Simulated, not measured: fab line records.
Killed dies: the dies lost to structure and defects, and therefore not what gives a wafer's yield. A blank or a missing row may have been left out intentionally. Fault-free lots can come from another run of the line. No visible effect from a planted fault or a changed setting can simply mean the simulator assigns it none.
Which tool was responsible? :: flow n5-finfet :: 72 wafers from 24 lots sampled at 4 of the route's 1938 steps

## WHAT EACH GAUGE READ, for each wafer
N5_BEOL_M11_THK_MEAS_01. Usual: for M11_ILD_THK the level is 268 nm and the standard deviation is 3.4.
lot: L075
measured: day 11 11:08
on: film-metro-01
M11_ILD_THK (nm): 268 264 270
flag: 

lot: L077
measured: day 11 17:49
on: film-metro-01
M11_ILD_THK (nm): 269 269 270
flag: 

lot: L074
measured: day 11 21:56
on: film-metro-01
M11_ILD_THK (nm): 271 269 271
flag: 

lot: L076
measured: day 12 00:35
on: film-metro-01
M11_ILD_THK (nm): 263 270 265
flag: 

lot: L079
measured: day 12 17:32
on: film-metro-01
M11_ILD_THK (nm): 265 267 266
flag: 

lot: L078
measured: day 13 01:37
on: film-metro-02
M11_ILD_THK (nm): 265 267 272
flag: 

lot: L081
measured: day 13 08:46
on: film-metro-01
M11_ILD_THK (nm): 269 267 271
flag: 

lot: L080
measured: day 13 09:49
on: film-metro-02
M11_ILD_THK (nm): 266 274 267
flag: 

lot: L083
measured: day 14 05:41
on: film-metro-02
M11_ILD_THK (nm): 267 270 271
flag: 

lot: L085
measured: day 14 16:13
on: film-metro-01
M11_ILD_THK (nm): 264 270 272
flag: 

lot: L082
measured: day 14 16:45
on: film-metro-02
M11_ILD_THK (nm): 270 267 268
flag: 

lot: L084
measured: day 14 17:50
on: film-metro-01
M11_ILD_THK (nm): 266 268 269
flag: 

lot: L086
measured: day 14 18:13
on: film-metro-01
M11_ILD_THK (nm): 270 267 267
flag: 

lot: L087
measured: day 14 20:03
on: film-metro-01
M11_ILD_THK (nm): 265 268 263
flag: 

lot: L088
measured: day 15 10:02
on: film-metro-02
M11_ILD_THK (nm): 267 270 269
flag: 

lot: L090
measured: day 15 17:55
on: film-metro-02
M11_ILD_THK (nm): 269 271 270
flag: 

lot: L089
measured: day 15 19:54
on: film-metro-01
M11_ILD_THK (nm): 263 268 270
flag: 

lot: L091
measured: day 16 00:37
on: film-metro-01
M11_ILD_THK (nm): 266 265 267
flag: 

lot: L093
measured: day 16 07:28
on: film-metro-01
M11_ILD_THK (nm): 260 272 269
flag: 

lot: L092
measured: day 16 08:05
on: film-metro-01
M11_ILD_THK (nm): 265 267 274
flag: 

lot: L097
measured: day 16 18:25
on: film-metro-01
M11_ILD_THK (nm): 262 270 276
flag: 

lot: L094
measured: day 17 04:08
on: film-metro-01
M11_ILD_THK (nm): 275 279 274
flag: 

lot: L095
measured: day 17 09:04
on: film-metro-01
M11_ILD_THK (nm): 264 265 271
flag: 

lot: L096
measured: day 17 11:12
on: film-metro-02
M11_ILD_THK (nm): 264 270 268
flag: 

N5_BEOL_M11_OVL_MEAS_12. Usual: for M11_OVL the level is -0.3 nm and the standard deviation is 0.87.
lot: L075
measured: day 11 12:42
on: overlay-02
M11_OVL (nm): 1.1 -1.3 -0.3
flag: 

lot: L077
measured: day 11 19:03
on: overlay-02
M11_OVL (nm): -1.6 -0.7 -0.4
flag: 

lot: L074
measured: day 11 22:55
on: overlay-01
M11_OVL (nm): 0.4 0.3 -0.4
flag: 

lot: L076
measured: day 12 02:20
on: overlay-02
M11_OVL (nm): -0.8 1.0 1.0
flag: 

lot: L079
measured: day 12 20:17
on: overlay-01
M11_OVL (nm): 0.1 -1.2 -0.7
flag: 

lot: L078
measured: day 13 02:40
on: overlay-01
M11_OVL (nm): 0.1 -2.3 0.3
flag: 

lot: L081
measured: day 13 10:40
on: overlay-01
M11_OVL (nm): -1.8 -2.1 0.0
flag: 

lot: L080
measured: day 13 10:56
on: overlay-01
M11_OVL (nm): -0.9 -1.2 -0.4
flag: 

lot: L083
measured: day 14 07:20
on: overlay-02
M11_OVL (nm): -0.1 0.3 1.1
flag: 

lot: L085
measured: day 14 17:49
on: overlay-01
M11_OVL (nm): -1.4 -0.5 0.4
flag: 

lot: L082
measured: day 14 18:16
on: overlay-02
M11_OVL (nm): -0.7 0.3 -0.8
flag: 

lot: L084
measured: day 14 19:10
on: overlay-02
M11_OVL (nm): 0.8 0.0 0.0
flag: 

lot: L086
measured: day 14 19:40
on: overlay-02
M11_OVL (nm): -0.6 -1.3 -0.4
flag: 

lot: L087
measured: day 14 20:40
on: overlay-01
M11_OVL (nm): -1.1 -0.4 0.5
flag: 

lot: L088
measured: day 15 11:51
on: overlay-01
M11_OVL (nm): -0.7 -1.9 -0.7
flag: 

lot: L090
measured: day 15 22:16
on: overlay-02
M11_OVL (nm): -0.4 -0.2 -1.7
flag: 

lot: L089
measured: day 15 22:24
on: overlay-02
M11_OVL (nm): 0.5 0.6 1.9
flag: 

lot: L091
measured: day 16 02:15
on: overlay-02
M11_OVL (nm): -0.7 -0.8 -0.7
flag: 

lot: L093
measured: day 16 10:05
on: overlay-02
M11_OVL (nm): 1.1 1.9 -0.6
flag: 

lot: L092
measured: day 16 10:23
on: overlay-02
M11_OVL (nm): -1.0 -0.9 0.0
flag: 

lot: L097
measured: day 16 18:57
on: overlay-02
M11_OVL (nm): -0.8 -0.8 -1.2
flag: 

lot: L094
measured: day 17 06:04
on: overlay-02
M11_OVL (nm): 0.6 -0.9 -0.3
flag: 

lot: L095
measured: day 17 11:38
on: overlay-02
M11_OVL (nm): 0.7 1.1 1.0
flag: 

lot: L096
measured: day 17 13:07
on: overlay-01
M11_OVL (nm): -1.7 0.4 -0.3
flag: 

N5_BEOL_M11_INSPECT_13: inspects for defects (brightfield). Usual: raw-defect-count reads 389 (standard deviation 100).
lot: L075
measured: day 11 12:43
on: defect-inspect-01
raw-defect-count: 257 272 408
flag: 

lot: L077
measured: day 11 19:04
on: defect-inspect-02
raw-defect-count: 390 460 496
flag: 

lot: L074
measured: day 11 22:56
on: defect-inspect-02
raw-defect-count: 226 379 302
flag: 

lot: L076
measured: day 12 02:22
on: defect-inspect-02
raw-defect-count: 370 298 368
flag: 

lot: L079
measured: day 12 20:19
on: defect-inspect-02
raw-defect-count: 370 410 349
flag: 

lot: L078
measured: day 13 02:41
on: defect-inspect-02
raw-defect-count: 348 363 409
flag: 

lot: L081
measured: day 13 10:41
on: defect-inspect-02
raw-defect-count: 621 568 667
flag: 

lot: L080
measured: day 13 10:58
on: defect-inspect-02
raw-defect-count: 496 356 291
flag: 

lot: L083
measured: day 14 07:22
on: defect-inspect-02
raw-defect-count: 365 318 342
flag: 

lot: L085
measured: day 14 17:50
on: defect-inspect-02
raw-defect-count: 319 566 453
flag: 

lot: L082
measured: day 14 18:20
on: defect-inspect-02
raw-defect-count: 384 400 349
flag: 

lot: L084
measured: day 14 19:11
on: defect-inspect-02
raw-defect-count: 472 512 403
flag: 

lot: L086
measured: day 14 19:41
on: defect-inspect-02
raw-defect-count: 393 343 351
flag: 

lot: L087
measured: day 14 20:42
on: defect-inspect-02
raw-defect-count: 329 312 445
flag: 

lot: L088
measured: day 15 12:08
on: defect-inspect-02
raw-defect-count: 317 319 247
flag: 

lot: L090
measured: day 15 22:18
on: defect-inspect-01
raw-defect-count: 288 451 363
flag: 

lot: L089
measured: day 15 22:37
on: defect-inspect-01
raw-defect-count: 417 330 351
flag: 

lot: L091
measured: day 16 02:17
on: defect-inspect-01
raw-defect-count: 248 247 264
flag: 

lot: L093
measured: day 16 10:06
on: defect-inspect-01
raw-defect-count: 361 272 399
flag: 

lot: L092
measured: day 16 10:24
on: defect-inspect-02
raw-defect-count: 340 321 256
flag: 

lot: L097
measured: day 16 18:59
on: defect-inspect-02
raw-defect-count: 598 433 518
flag: 

lot: L094
measured: day 17 06:05
on: defect-inspect-02
raw-defect-count: 261 198 297
flag: 

lot: L095
measured: day 17 11:39
on: defect-inspect-01
raw-defect-count: 382 441 548
flag: 

lot: L096
measured: day 17 13:08
on: defect-inspect-01
raw-defect-count: 379 532 597
flag: 

## EACH LOT AND THE TOOL THAT RAN IT (in order: tool; ch and the chambers of the sampled wafers; start)
lot: L075
N5_BEOL_M10_SURFACE_TREAT_76: pvd-sputter-02, day 11 09:10

lot: L077
N5_BEOL_M10_SURFACE_TREAT_76: pvd-sputter-03, day 11 15:53

lot: L074
N5_BEOL_M10_SURFACE_TREAT_76: pvd-sputter-01, day 11 19:34

lot: L076
N5_BEOL_M10_SURFACE_TREAT_76: pvd-sputter-02, day 11 22:17

lot: L079
N5_BEOL_M10_SURFACE_TREAT_76: pvd-sputter-03, day 12 15:04

lot: L078
N5_BEOL_M10_SURFACE_TREAT_76: pvd-sputter-02, day 12 23:37

lot: L081
N5_BEOL_M10_SURFACE_TREAT_76: pvd-sputter-02, day 13 06:50

lot: L080
N5_BEOL_M10_SURFACE_TREAT_76: pvd-sputter-03, day 13 07:49

lot: L083
N5_BEOL_M10_SURFACE_TREAT_76: pvd-sputter-01, day 14 01:53

lot: L085
N5_BEOL_M10_SURFACE_TREAT_76: pvd-sputter-01, day 14 12:52

lot: L082
N5_BEOL_M10_SURFACE_TREAT_76: pvd-sputter-02, day 14 14:25

lot: L084
N5_BEOL_M10_SURFACE_TREAT_76: pvd-sputter-01, day 14 15:01

lot: L086
N5_BEOL_M10_SURFACE_TREAT_76: pvd-sputter-02, day 14 15:49

lot: L087
N5_BEOL_M10_SURFACE_TREAT_76: pvd-sputter-02, day 14 16:59

lot: L088
N5_BEOL_M10_SURFACE_TREAT_76: pvd-sputter-03, day 15 07:36

lot: L090
N5_BEOL_M10_SURFACE_TREAT_76: pvd-sputter-03, day 15 14:56

lot: L089
N5_BEOL_M10_SURFACE_TREAT_76: pvd-sputter-01, day 15 17:38

lot: L091
N5_BEOL_M10_SURFACE_TREAT_76: pvd-sputter-03, day 15 22:04

lot: L093
N5_BEOL_M10_SURFACE_TREAT_76: pvd-sputter-02, day 16 05:17

lot: L092
N5_BEOL_M10_SURFACE_TREAT_76: pvd-sputter-02, day 16 05:56

lot: L097
N5_BEOL_M10_SURFACE_TREAT_76: pvd-sputter-03, day 16 15:40

lot: L094
N5_BEOL_M10_SURFACE_TREAT_76: pvd-sputter-03, day 17 01:23

lot: L095
N5_BEOL_M10_SURFACE_TREAT_76: pvd-sputter-03, day 17 06:26

lot: L096
N5_BEOL_M10_SURFACE_TREAT_76: pvd-sputter-03, day 17 09:03
- N5_BEOL_M10_SURFACE_TREAT_76

## AS READ BY THE TOOLS THEMSELVES (means over the sampled wafers that have a number; for cases with no such wafer, the mark the record gives instead)
The record holds no such reading with a usual standard deviation.

## THE ANSWER, worked out from the rows above alone
Rule: a lot is off if the mean of its wafers that have a number lies more than 3 standard deviations from the usual mean. Also off: a lot with no number at a reading for which 4 or more lots have one. All remaining lots with rows at the step are treated as sound. Order of review: gauges by route order, followed by the tools' own readings, for which a lot's mean as printed above is used. At the first step where some lot is off, the reading lying furthest off is the one used; lots without a number count as furthest.
No lot is off at any reading shown: from this, nothing can be told.

## WHAT THE SIMULATOR HAD INSERTED
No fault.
